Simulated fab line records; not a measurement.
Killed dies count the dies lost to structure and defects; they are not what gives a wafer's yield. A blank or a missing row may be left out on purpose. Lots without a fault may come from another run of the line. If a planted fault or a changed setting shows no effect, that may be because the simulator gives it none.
fab line records + flow nand_harc
[record]
- lots = 6
- wafers = 18
- last_day = 33
route steps=1302 shown A_CHANNEL_HOLE_D1@484 A_CHANNEL_FILL_D1@490 END@1302
lots that met no fault: taken from a fault-free run of the same line
start_h: hours from the record's opening day to when the first of the lot's shown wafers began + wait_h: time in hours since the lot's previous step + " identical to the entry in the row above + L1.1+2: several wafers, shown together as one row + - either no value or no given start + * or withheld: withheld + < > ~ a bound
route shown NAME@n: NAME is a module with steps in the file, n the number in the route of the first one + usual: the fault-free wafers' mean and standard deviation + same: alike in all rows + chamber/n: place in a boat + sites: readings site by site + _std_site: standard deviation across them + _edge_site: the outer-site mean with the inner-site mean subtracted + radius_mm: for every site, how far away it sits from the centre of the wafer + mask NAME#n: copy n + behind: tool/chamber where the wafer was last shaped + hold: the reason the lot was held/the length of the hold in hours/how it ended + device: transistor that didn't switch, given as n, p or np + end of line: at the end of the route, the tests of the same wafers + where a step has no rows: the recipe by itself + killed: at the first sort, the dies lost to defects and structure; wafer yield is something else + map: shows each die of a wafer: x if killed, . if not, _ if none is there
set.NAME: the run value of the setting; set.NAME@STEP: its run value at that earlier step + model.NAME: the simulator's own value behind a step, which no gauge read
lots at some steps of the route; a table a step, a row a wafer
services: a tool's chamber out of use, with start hour (start_h, from the record's first day; less than 0 if before it), hours out, and reason
[[steps]]
[step NHARC_A_CHANNEL_HOLE_D1_STRIP_27]
[recipe]
- o2_flow_sccm = 500
- ar_flow_sccm = 0
- bias_w = 0
- chemistry = O2
[usual]
- drypump_motor_current_A = 5.6/0.54
- oes_product_au = 1.001/0.01
- rf_vpp_V = 57.9/0.91
- showerhead_plenum_p_Torr = 3.59/0.14
- throttle_valve_pct = 17.037/0.0093
| lot.wafer | tool        | chamber | start_h | wait_h | drypump_motor_current_A | oes_product_au | rf_hours_counter_h | rf_vpp_V | showerhead_plenum_p_Torr | throttle_valve_pct |
|-----------|-------------|---------|---------|--------|-------------------------|----------------|--------------------|----------|--------------------------|--------------------|
| L310.4    | rie_diel-05 | 3       | -       | -      | 4.9                     | 1.000          | 1                  | 58.1     | 3.60                     | 17.041             |
| L310.2    | "           | 0       | "       | "      | 5.0                     | 0.997          | 1                  | 57.9     | 3.43                     | 17.043             |
| L310.6    | "           | 2       | "       | "      | 6.4                     | 1.003          | -                  | 57.3     | 3.76                     | 17.040             |
| L315.3    | rie_diel-05 | 1       | -       | -      | 5.5                     | 1.018          | 6                  | 59.0     | 3.66                     | 17.048             |
| L315.4    | "           | 3       | "       | "      | 5.0                     | 1.003          | 5                  | 58.8     | 3.60                     | 17.034             |
| L315.5    | "           | 2       | "       | "      | 6.4                     | 1.005          | -                  | 57.7     | 3.76                     | 17.025             |
| L317.3    | rie_diel-05 | 2       | -       | -      | 6.4                     | 1.002          | 6                  | 58.2     | 3.76                     | 17.040             |
| L317.2    | "           | 3       | "       | "      | 5.0                     | 1.002          | 5                  | 58.1     | 3.60                     | 17.029             |
| L317.5    | "           | 2       | "       | "      | 6.4                     | 0.992          | -                  | 57.7     | 3.76                     | 17.056             |
| L323.4    | rie_diel-05 | 2       | -       | -      | 6.4                     | 1.018          | -                  | 57.6     | 3.75                     | 17.039             |
| L323.5    | "           | 3       | "       | "      | 5.0                     | 1.018          | -                  | 56.7     | 3.60                     | 17.058             |
| L323.6    | "           | 1       | "       | "      | 5.5                     | 1.014          | -                  | 57.2     | 3.66                     | 17.045             |
| L324.1    | rie_diel-05 | 0       | -       | -      | 5.0                     | 0.990          | 11                 | 58.7     | 3.42                     | 17.036             |
| L324.3    | "           | 3       | "       | "      | 5.0                     | 0.997          | 11                 | 59.4     | 3.60                     | 17.035             |
| L324.6    | "           | 1       | "       | "      | 5.5                     | 1.002          | -                  | 57.6     | 3.66                     | 17.026             |
| L326.2    | rie_diel-08 | 0       | -       | -      | 5.9                     | 0.990          | 16                 | 58.1     | 3.67                     | 17.030             |
| L326.4    | "           | 3       | "       | "      | 6.3                     | 1.007          | 12                 | 57.4     | 3.31                     | 17.037             |
| L326.5    | "           | 0       | "       | "      | 5.8                     | 0.984          | -                  | 58.1     | 3.67                     | 17.025             |
[step NHARC_A_CHANNEL_HOLE_D1_PRECLEAN_28]
[recipe]
- time_s = *
- temp_c = 50
- bath_age_min = 0
- chemistry = SC1
[step NHARC_A_CHANNEL_HOLE_D1_SRD_29]
[step NHARC_A_CHANNEL_HOLE_D1_CD_MEAS_30]
[usual]
- cd_nm = 89.7/1.4
| lot.wafer | tool      | chamber | start_h | wait_h | cd_nm |
|-----------|-----------|---------|---------|--------|-------|
| L310.2    | cd_sem-03 | -       | 248.77  | -      | 90.4  |
| L310.4    | "         | -       | "       | "      | 89.2  |
| L310.6    | "         | -       | "       | "      | 89.1  |
| L315.3    | cd_sem-02 | -       | 304.50  | -      | 90.4  |
| L315.4    | "         | -       | "       | "      | 88.6  |
| L315.5    | "         | -       | "       | "      | 88.3  |
| L317.2    | cd_sem-01 | -       | 311.52  | -      | 88.2  |
| L317.3    | "         | -       | "       | "      | 88.8  |
| L317.5    | "         | -       | "       | "      | 89.4  |
| L323.4    | cd_sem-01 | -       | 374.20  | -      | 89.8  |
| L323.5    | "         | -       | "       | "      | 90.5  |
| L323.6    | "         | -       | "       | "      | 90.5  |
| L324.1    | cd_sem-02 | -       | 386.64  | -      | 91.0  |
| L324.3    | "         | -       | "       | "      | 90.6  |
| L324.6    | "         | -       | "       | "      | 89.7  |
| L326.2    | cd_sem-02 | -       | 415.64  | -      | 90.1  |
| L326.4    | "         | -       | "       | "      | 89.0  |
| L326.5    | "         | -       | "       | "      | 90.4  |
[step NHARC_A_CHANNEL_HOLE_D1_XSEM_31]
[recipe]
- landing_energy_ev = 35000
[usual]
- bot_cd_nm = 74.3/1.5
- bow_nm = 8.57/0.27
- tilt_deg = 0.06/0.04
| lot.wafer | tool    | chamber | start_h | wait_h | bot_cd_nm | bow_nm | tilt_deg |
|-----------|---------|---------|---------|--------|-----------|--------|----------|
| L310.2    | xsem-01 | 0       | 248.86  | 0.1    | 73.9      | 8.76   | 0.14     |
| L310.4    | "       | 0       | "       | "      | 73.7      | 8.71   | 0.14     |
| L310.6    | "       | 0       | "       | "      | 73.6      | 8.75   | 0.14     |
| L315.3    | xsem-02 | 0       | 304.60  | 0.1    | 74.4      | 9.08   | 0.06     |
| L315.4    | "       | 0       | "       | "      | 72.6      | 8.98   | 0.06     |
| L315.5    | "       | 0       | "       | "      | 73.0      | 8.99   | 0.06     |
| L317.2    | xsem-01 | 0       | 311.60  | 0.1    | 73.1      | 8.11   | -0.03    |
| L317.3    | "       | 0       | "       | "      | 74.0      | 8.10   | -0.03    |
| L317.5    | "       | 0       | "       | "      | 74.1      | 8.16   | -0.03    |
| L323.4    | xsem-02 | 0       | 374.29  | 0.1    | 74.5      | 8.68   | 0.08     |
| L323.5    | "       | 0       | "       | "      | 75.3      | 8.62   | 0.08     |
| L323.6    | "       | 0       | "       | "      | 75.1      | 8.56   | 0.08     |
| L324.1    | xsem-02 | 0       | 386.73  | 0.1    | 76.1      | 8.87   | 0.04     |
| L324.3    | "       | 0       | "       | "      | 75.1      | 8.76   | 0.04     |
| L324.6    | "       | 0       | "       | "      | 75.5      | 8.82   | 0.04     |
| L326.2    | xsem-01 | 0       | 415.73  | 0.1    | 74.5      | 8.53   | 0.04     |
| L326.4    | "       | 0       | "       | "      | 73.3      | 8.54   | 0.04     |
| L326.5    | "       | 0       | "       | "      | 74.4      | 8.53   | 0.04     |
[step NHARC_A_CHANNEL_HOLE_D1_INSPECT_40]
[usual]
- raw_defect_count = 70/25
| lot.wafer | tool              | chamber | start_h | wait_h | raw_defect_count |
|-----------|-------------------|---------|---------|--------|------------------|
| L310.2    | defect_inspect-02 | -       | 248.95  | -      | 54               |
| L310.4    | "                 | -       | "       | "      | 58               |
| L310.6    | "                 | -       | "       | "      | 62               |
| L315.3    | defect_inspect-01 | -       | 304.69  | -      | 119              |
| L315.4    | "                 | -       | "       | "      | 91               |
| L315.5    | "                 | -       | "       | "      | 108              |
| L317.2    | defect_inspect-01 | -       | 311.70  | -      | 33               |
| L317.3    | "                 | -       | "       | "      | 63               |
| L317.5    | "                 | -       | "       | "      | 50               |
| L323.4    | defect_inspect-02 | -       | 374.38  | -      | 104              |
| L323.5    | "                 | -       | "       | "      | 71               |
| L323.6    | "                 | -       | "       | "      | 97               |
| L324.1    | defect_inspect-02 | -       | 386.83  | -      | 60               |
| L324.3    | "                 | -       | "       | "      | 65               |
| L324.6    | "                 | -       | "       | "      | 61               |
| L326.2    | defect_inspect-02 | -       | 415.83  | -      | 64               |
| L326.4    | "                 | -       | "       | "      | 52               |
| L326.5    | "                 | -       | "       | "      | 62               |
[step NHARC_A_CHANNEL_FILL_D1_PRECLEAN_00]
[recipe]
- time_s = *
- temp_c = 50
- bath_age_min = 0
- chemistry = SC1
[step NHARC_A_CHANNEL_FILL_D1_SRD_01]
[step NHARC_A_CHANNEL_FILL_D1_ALD_02]
[recipe]
- target_thk_a = 60
- pulse_time_s = 10
- ald_cycles = 60
- temp_c = 300
- material = SiO2
[usual]
- ald_cycles = 60/0
- heater_power_w = 473/43
- precursor_pulse_height_rel = 0.998/0.02
- susceptor_temp_C = 299.98/0.18
| lot.wafer | tool      | chamber | start_h | wait_h | ald_cycles | heater_power_w | precursor_pulse_height_rel | susceptor_temp_C |
|-----------|-----------|---------|---------|--------|------------|----------------|----------------------------|------------------|
| L310.4    | ald_hk-01 | 0       | 249.22  | -      | 60         | 537            | 0.976                      | 299.82           |
| L310.2    | "         | 2       | "       | "      | 60         | 539            | 1.005                      | 299.96           |
| L310.6    | "         | 3       | "       | "      | 60         | 451            | 1.043                      | 299.82           |
| L315.3    | ald_hk-03 | 3       | 304.99  | 0.2    | 60         | 476            | 0.980                      | 300.05           |
| L315.4    | "         | 1       | "       | "      | 60         | 461            | 0.993                      | 299.39           |
| L315.5    | "         | 3       | "       | "      | 60         | 463            | 1.009                      | 300.23           |
| L317.3    | ald_hk-03 | 2       | 312.03  | -      | 60         | 442            | 1.032                      | -                |
| L317.2    | "         | 3       | "       | "      | 60         | 454            | 0.975                      | -                |
| L317.5    | "         | 0       | "       | "      | 60         | 460            | 0.999                      | -                |
| L323.4    | ald_hk-03 | 3       | 375.01  | -      | 60         | 464            | 1.017                      | 300.03           |
| L323.5    | "         | 0       | "       | "      | 60         | 463            | 0.967                      | 299.95           |
| L323.6    | "         | 1       | "       | "      | 60         | 456            | 0.980                      | 300.25           |
| L324.1    | ald_hk-03 | 3       | 387.17  | -      | 60         | 454            | 0.966                      | 299.91           |
| L324.3    | "         | 1       | "       | "      | 60         | 465            | 1.020                      | 300.11           |
| L324.6    | "         | 2       | "       | "      | 60         | 443            | 0.961                      | 300.07           |
| L326.2    | ald_hk-01 | 1       | 416.17  | -      | 60         | 473            | 0.988                      | 300.08           |
| L326.4    | "         | 2       | "       | "      | 60         | 565            | 1.023                      | 299.98           |
| L326.5    | "         | 3       | "       | "      | 60         | 460            | 1.008                      | 300.20           |
[step NHARC_A_CHANNEL_FILL_D1_ALD_03]
[recipe]
- target_thk_a = 60
- pulse_time_s = 60
- ald_cycles = 58
- temp_c = 630
- pressure_torr = 2
- material = SiNx
[step NHARC_A_CHANNEL_FILL_D1_ALD_14]
[recipe]
- target_thk_a = 25
- pulse_time_s = 10
- ald_cycles = 25
- temp_c = 300
- material = SiO2
[usual]
- ald_cycles = 25/0
- heater_power_w = 462/42
- precursor_pulse_height_rel = 0.998/0.018
- susceptor_temp_C = 300.00/0.18
| lot.wafer | tool      | chamber | start_h | wait_h | ald_cycles | heater_power_w | precursor_pulse_height_rel | susceptor_temp_C |
|-----------|-----------|---------|---------|--------|------------|----------------|----------------------------|------------------|
| L310.4    | ald_hk-03 | 3       | 254.23  | 0.0    | 25         | 463            | 0.979                      | 300.07           |
| L310.2    | "         | 1       | "       | "      | 25         | 461            | 1.039                      | 299.79           |
| L310.6    | "         | 3       | "       | "      | 25         | 449            | 0.998                      | 300.08           |
| L315.4    | ald_hk-02 | 2       | 309.77  | 0.3    | 25         | 515            | 0.997                      | 300.09           |
| L315.3    | "         | 0       | "       | "      | 25         | 420            | 0.984                      | 299.48           |
| L315.5    | "         | 2       | "       | "      | 25         | 509            | 0.983                      | 300.01           |
| L317.2    | ald_hk-02 | 3       | 318.99  | 0.1    | 25         | 443            | 1.004                      | 300.13           |
| L317.3    | "         | 0       | "       | "      | 25         | 414            | 0.989                      | 299.87           |
| L317.5    | "         | 3       | "       | "      | 25         | 441            | 0.987                      | 299.83           |
| L323.4    | ald_hk-03 | 3       | 382.08  | 0.1    | 25         | 463            | 1.005                      | 300.08           |
| L323.6    | "         | 2       | "       | "      | 25         | 437            | 0.986                      | 299.81           |
| L323.5    | "         | 3       | "       | "      | 25         | 462            | 1.021                      | 300.03           |
| L324.1    | ald_hk-03 | 1       | 395.31  | 0.9    | 25         | 470            | 0.991                      | 300.11           |
| L324.3    | "         | 3       | "       | "      | 25         | 470            | 0.984                      | 299.98           |
| L324.6    | "         | 2       | "       | "      | 25         | 440            | 1.001                      | 300.00           |
| L326.4    | ald_hk-01 | 3       | 423.07  | 0.1    | 25         | 456            | 0.950                      | 300.02           |
| L326.2    | "         | 1       | "       | "      | 25         | 476            | 0.991                      | 300.50           |
| L326.5    | "         | 2       | "       | "      | 25         | 572            | 0.979                      | 300.23           |
[step NHARC_A_CHANNEL_FILL_D1_ALD_15]
[recipe]
- target_thk_a = 20
- pulse_time_s = 60
- ald_cycles = 19
- temp_c = 630
- pressure_torr = 2
- material = SiNx
[usual]
- ald_cycles = 19/0
- precursor_pulse_height_rel = 0.998/0.02
- susceptor_temp_C = 630.07/0.25
| lot.wafer | tool             | chamber | start_h | wait_h | ald_cycles | precursor_pulse_height_rel | susceptor_temp_C |
|-----------|------------------|---------|---------|--------|------------|----------------------------|------------------|
| L310.2    | ald_sin_batch-01 | 0       | -       | -      | 19         | 0.999                      | 630.36           |
| L310.4    | "                | 0       | "       | "      | 19         | 0.975                      | 630.29           |
| L310.6    | "                | 0       | "       | "      | 19         | 0.994                      | 630.18           |
| L315.3    | ald_sin_batch-01 | 0       | -       | -      | 19         | 0.939                      | -                |
| L315.4    | "                | 0       | "       | "      | 19         | 0.962                      | -                |
| L315.5    | "                | 0       | "       | "      | 19         | 1.030                      | -                |
| L317.2    | ald_sin_batch-03 | 0       | 322.25  | 3.2    | 19         | 1.019                      | 629.84           |
| L317.3    | "                | 0       | "       | "      | 19         | 1.028                      | 630.43           |
| L317.5    | "                | 0       | "       | "      | 19         | 0.990                      | 630.43           |
| L323.4    | ald_sin_batch-03 | 0       | 385.37  | 3.2    | 19         | 1.004                      | -                |
| L323.5    | "                | 0       | "       | "      | 19         | 0.988                      | -                |
| L323.6    | "                | 0       | "       | "      | 19         | 1.024                      | -                |
| L324.1    | ald_sin_batch-03 | 0       | 398.65  | 3.3    | 19         | 0.994                      | -                |
| L324.3    | "                | 0       | "       | "      | 19         | 0.976                      | -                |
| L324.6    | "                | 0       | "       | "      | 19         | 1.011                      | -                |
| L326.2    | ald_sin_batch-03 | 0       | -       | -      | 19         | 1.002                      | 629.91           |
| L326.4    | "                | 0       | "       | "      | 19         | 0.999                      | 629.97           |
| L326.5    | "                | 0       | "       | "      | 19         | 0.979                      | 630.51           |
[step NHARC_A_CHANNEL_FILL_D1_ALD_16]
[recipe]
- target_thk_a = 15
- pulse_time_s = 10
- ald_cycles = 15
- temp_c = 300
- material = SiO2
[usual]
- ald_cycles = 15/0
- heater_power_w = 468/44
- precursor_pulse_height_rel = 1.002/0.019
- susceptor_temp_C = 300.02/0.2
| lot.wafer | tool      | chamber | start_h | wait_h | ald_cycles | heater_power_w | precursor_pulse_height_rel | susceptor_temp_C |
|-----------|-----------|---------|---------|--------|------------|----------------|----------------------------|------------------|
| L310.2    | ald_hk-01 | 1       | 259.48  | 0.1    | 15         | 470            | 0.988                      | 300.13           |
| L310.4    | "         | 2       | "       | "      | 15         | 537            | 0.988                      | 300.73           |
| L310.6    | "         | 0       | "       | "      | 15         | 540            | 0.988                      | 299.71           |
| L315.4    | ald_hk-02 | 2       | 314.69  | 0.0    | 14         | 523            | 1.008                      | 300.10           |
| L315.3    | "         | 1       | "       | "      | 14         | 408            | 1.000                      | 299.54           |
| L315.5    | "         | 3       | "       | "      | 14         | 441            | 1.027                      | 300.16           |
| L317.3    | ald_hk-02 | 3       | 324.43  | 0.1    | 14         | 446            | 1.023                      | 299.96           |
| L317.2    | "         | 0       | "       | "      | 14         | 414            | 1.021                      | 300.04           |
| L317.5    | "         | 1       | "       | "      | 14         | 398            | 1.020                      | 299.92           |
| L323.4    | ald_hk-01 | 1       | 387.49  | 0.1    | 15         | 471            | 1.008                      | 299.71           |
| L323.5    | "         | 2       | "       | "      | 15         | 561            | 1.011                      | 299.63           |
| L323.6    | "         | 3       | "       | "      | 15         | 457            | 1.050                      | 300.14           |
| L324.3    | ald_hk-02 | 3       | 401.59  | 0.9    | 15         | 451            | 1.004                      | 300.03           |
| L324.1    | "         | 0       | "       | "      | 15         | 413            | 0.963                      | 300.02           |
| L324.6    | "         | 2       | "       | "      | 15         | 509            | 0.982                      | 300.01           |
| L326.2    | ald_hk-02 | 0       | 428.30  | 0.1    | 15         | 409            | 0.959                      | 300.01           |
| L326.4    | "         | 2       | "       | "      | 15         | 497            | 1.026                      | 299.87           |
| L326.5    | "         | 0       | "       | "      | 15         | 416            | 0.997                      | 300.27           |
[step NHARC_A_CHANNEL_FILL_D1_ANNEAL_17]
[recipe]
- temp_c = 850
- time_s = 1800
[step NHARC_END_SORT_01]
[recipe]
- temp_c = 25
[usual]
- killed_at_array = 59/16
- killed_at_other = 0.8/1.1
- killed_at_periphery = 3.6/2.4
- killed_dies = 64/16
- killed_open = 3.4/1.8
- killed_short = 2.5/1.6
[same]
- gross_dies = 677
| lot.wafer | tool      | chamber | start_h | wait_h | killed_at_array | killed_at_other | killed_at_periphery | killed_dies | killed_open | killed_short |
|-----------|-----------|---------|---------|--------|-----------------|-----------------|---------------------|-------------|-------------|--------------|
| L317.2    | prober-02 | 0       | 683.13  | 2.8    | 49              | 1               | 5                   | 55          | 3           | 4            |
| L317.3    | prober-02 | 0       | 683.92  | 3.1    | 50              | 2               | 5                   | 57          | 0           | 4            |
| L317.5    | prober-02 | 0       | 685.49  | 3.7    | 40              | 0               | 5                   | 45          | 1           | 2            |
| L315.3    | prober-01 | 0       | 683.91  | 3.1    | 67              | 1               | 2                   | 70          | 4           | 4            |
| L315.4    | prober-01 | 0       | 684.70  | 3.4    | 86              | 1               | 3                   | 90          | 6           | 1            |
| L315.5    | prober-01 | 0       | 685.50  | 3.7    | 83              | 1               | 5                   | 89          | 2           | 0            |
| L324.1    | prober-01 | 0       | 763.49  | 2.5    | 73              | 0               | 3                   | 76          | 3           | 2            |
| L324.3    | prober-01 | 0       | 765.06  | 3.1    | 80              | 0               | 1                   | 81          | 3           | 4            |
| L324.6    | prober-01 | 0       | 767.43  | 3.9    | 71              | 0               | 0                   | 71          | 3           | 3            |
// killed by level:class
L317.2 A_SLIT:chamber_film_flake=31 A_CHANNEL_HOLE_D1:chamber_film_flake=7 A_WL_FILL:geometric_particle:short=3 P_STI:chamber_film_flake=3 A_CONTACT:chamber_film_flake=3 P_M0:geometric_particle:open=1 A_ONON_D1:geometric_particle:open=1 A_CHANNEL_FILL_D1:geometric_particle:short=1
L315.3 A_CHANNEL_HOLE_D1:chamber_film_flake=31 A_SLIT:chamber_film_flake=22 A_CONTACT:chamber_film_flake=4 A_WL_FILL:geometric_particle:short=2 P_GATE:geometric_particle:open=1 A_ONON_D1:geometric_particle:open=1 A_ONON_D1:geometric_particle:short=1 A_ONON_D2:geometric_particle:open=1
L317.3 A_SLIT:chamber_film_flake=30 A_CHANNEL_HOLE_D1:chamber_film_flake=9 A_CONTACT:chamber_film_flake=6 P_STI:chamber_film_flake=4 A_WL_FILL:geometric_particle:short=2 A_ONON_D1:geometric_particle:short=1 A_ONON_D2:geometric_particle:short=1 P_M1:chamber_film_flake=1
L315.4 A_SLIT:chamber_film_flake=42 A_CHANNEL_HOLE_D1:chamber_film_flake=29 A_CONTACT:chamber_film_flake=5 A_STAIRCASE:chamber_film_flake=4 P_STI:geometric_particle:short=1 P_M0:geometric_particle:open=1 A_CHANNEL_FILL_D1:geometric_particle:open=1 A_ONON_D2:geometric_particle:open=1
L317.5 A_SLIT:chamber_film_flake=27 A_CHANNEL_HOLE_D1:chamber_film_flake=8 P_STI:chamber_film_flake=4 A_WL_FILL:geometric_particle:short=2 P_M0:geometric_particle:open=1 A_CHANNEL_FILL_D1:chamber_film_flake=1 A_DECK1_JOINT:chamber_film_flake=1 A_STAIRCASE:chamber_film_flake=1
L315.5 A_CHANNEL_HOLE_D1:chamber_film_flake=37 A_SLIT:chamber_film_flake=30 A_CONTACT:chamber_film_flake=4 A_DECK1_JOINT:chamber_film_flake=3 P_M1:chamber_film_flake=2 A_STAIRCASE:chamber_film_flake=2 A_WL_FILL:chamber_film_flake=2 P_M0:geometric_particle:open=1
L324.1 A_CHANNEL_HOLE_D2:chamber_film_flake=27 A_CHANNEL_HOLE_D1:chamber_film_flake=20 A_STAIRCASE:chamber_film_flake=9 A_SLIT:chamber_film_flake=7 A_CONTACT:chamber_film_flake=6 A_DECK1_JOINT:geometric_particle:open=2 P_M0:geometric_particle:open=1 P_M2:geometric_particle:short=1
L324.3 A_CHANNEL_HOLE_D2:chamber_film_flake=28 A_CHANNEL_HOLE_D1:chamber_film_flake=20 A_SLIT:chamber_film_flake=8 A_STAIRCASE:chamber_film_flake=6 A_WL_FILL:chamber_film_flake=5 A_CONTACT:chamber_film_flake=4 A_M1:geometric_particle:open=2 A_ONON_D1:geometric_particle:short=1
L324.6 A_CHANNEL_HOLE_D2:chamber_film_flake=25 A_CHANNEL_HOLE_D1:chamber_film_flake=14 A_STAIRCASE:chamber_film_flake=9 A_CONTACT:chamber_film_flake=8 A_WL_FILL:chamber_film_flake=5 A_SLIT:chamber_film_flake=2 A_CHANNEL_HOLE_D1:geometric_particle:short=1 A_CHANNEL_FILL_D2:geometric_particle:short=1
[[services]]
| tool        | chamber | start_h | hours | kind       |
|-------------|---------|---------|-------|------------|
| rie_diel-05 | -       | 229.60  | 9.0   | pm         |
| ald_hk-03   | 0       | 229.88  | -     | clean      |
| ald_hk-03   | 1       | 229.88  | -     | clean      |
| ald_hk-03   | 2       | 229.88  | -     | clean      |
| ald_hk-03   | 3       | 229.88  | -     | clean      |
| rie_diel-08 | 0       | 242.30  | 1.6   | repair     |
| xsem-01     | -       | 249.82  | 0.5   | repair     |
| rie_diel-08 | 0       | 297.13  | 25.0  | repair     |
| rie_diel-08 | 2       | 297.85  | 14.8  | repair     |
| ald_hk-01   | -       | 304.64  | 10.0  | pm         |
| rie_diel-05 | 2       | 318.10  | 5.7   | repair     |
| rie_diel-08 | 1       | 345.55  | 2.6   | repair     |
| rie_diel-05 | 0       | 371.15  | 8.2   | repair     |
| rie_diel-08 | -       | 371.69  | 9.0   | pm         |
| ald_hk-02   | -       | 372.83  | 0.7   | repair     |
| xsem-01     | -       | 374.00  | 14.0  | pm         |
| rie_diel-08 | 2       | 382.30  | 3.3   | repair     |
| ald_hk-03   | -       | 398.02  | 10.0  | pm         |
| ald_hk-03   | 0       | 398.02  | 10.0  | vent_cycle |
| ald_hk-03   | 1       | 398.02  | 10.0  | vent_cycle |
| ald_hk-03   | 2       | 398.02  | 10.0  | vent_cycle |
| ald_hk-03   | 3       | 398.02  | 10.0  | vent_cycle |
| rie_diel-05 | -       | 406.60  | 9.0   | pm         |
| rie_diel-05 | 0       | 426.03  | 7.1   | repair     |
[[key]]
[first_sign]
- step = NHARC_A_CHANNEL_FILL_D1_ALD_16
- reading = ald_cycles
- direction = down
- sigmas = 99+
- usual = 15
- struck = 14
effect none on later readings
met_at NHARC_A_CHANNEL_FILL_D1_ALD_16
struck_wafers L315.3,L315.4,L315.5,L317.2,L317.3,L317.5
tester_left_out L315,L317
[fault]
- kind = process_parameter_drift
- tool = ald_hk-02
- chamber = -
- onset_h = 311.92
- steps = NHARC_A_CHANNEL_FILL_D1_ALD_16
- channel = ald_cycles
- offset = -1
- shape = step
- end_h = 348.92
- acts_in = these_recipes_only
- stated = 15
// tester_left_out: of these lots the tester's yield and bins aren't shown, on N5 and GAA mostly nor the transistor test; their killed dies are dies lost to structure and defects alone, not to doping, threshold or leakage, so they don't give the yield
